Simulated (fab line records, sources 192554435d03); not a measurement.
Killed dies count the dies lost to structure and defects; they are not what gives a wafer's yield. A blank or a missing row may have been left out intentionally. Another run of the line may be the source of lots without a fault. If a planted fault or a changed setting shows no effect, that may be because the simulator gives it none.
Matching of chambers :: flow n5Finfet :: N5_HKMG_FIN_CMP_23 on cmp-04 has 4 sister chambers
The step polishes, stops on SiNx, t overpolish 10 s, target thk 46.326 nm. 4 wafers are shown with their chamber, then 8 later ones without.

## WAFERS, EACH WITH ITS CHAMBER
wafer: L086.1
chamber: 3
motorCurrentA (A): 11.2

wafer: L086.3
chamber: 2
motorCurrentA (A): 12.4

wafer: L086.4
chamber: 1
motorCurrentA (A): 9.4

wafer: L088.2
chamber: 0
motorCurrentA (A): 11.3

## WAFERS MISSING THEIR CHAMBER
wafer: L088.3
motorCurrentA (A): 11.2

wafer: L088.5
motorCurrentA (A): 11.8

wafer: L092.1
motorCurrentA (A): 9.5

wafer: L092.2
motorCurrentA (A): 11.9

wafer: L092.4
motorCurrentA (A): 11.9

wafer: L092.3
motorCurrentA (A): 11.8

wafer: L092.5
motorCurrentA (A): 11.6

wafer: L092.6
motorCurrentA (A): 12.1

## WHICH CHAMBER EACH ONE RAN IN
wafer: L088.3
from the rows above: can't be placed: 3 or 0
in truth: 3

wafer: L088.5
from the rows above: can't be placed: 0 or 2 or 3
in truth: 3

wafer: L092.1
from the rows above: 1
in truth: 1

wafer: L092.2
from the rows above: can't be placed: 2 or 0 or 3
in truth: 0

wafer: L092.4
from the rows above: can't be placed: 2 or 0 or 3
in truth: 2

wafer: L092.3
from the rows above: can't be placed: 0 or 2 or 3
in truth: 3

wafer: L092.5
from the rows above: can't be placed: 0 or 3 or 2
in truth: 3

wafer: L092.6
from the rows above: can't be placed: 2 or 0 or 3
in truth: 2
Placed correctly: 1 of 8. From these rows, 7 cannot be placed; in 7 the true chamber is one of the candidates. Number placed wrongly: 0.
How it was worked out, from the rows above alone: a wafer's distance from a chamber is the root of the sum, over the readings, of the square of ((its reading less the chamber's mean) divided by the reading's scatter). If the next closest chamber is less than 2 further off than the closest, the wafer can't be placed; otherwise it belongs to the closest. Each chamber's mean is taken over the wafers shown for it. The scatter: root of mean squared gap, hidden wafer to nearest shown wafer, with one shown wafer a chamber.
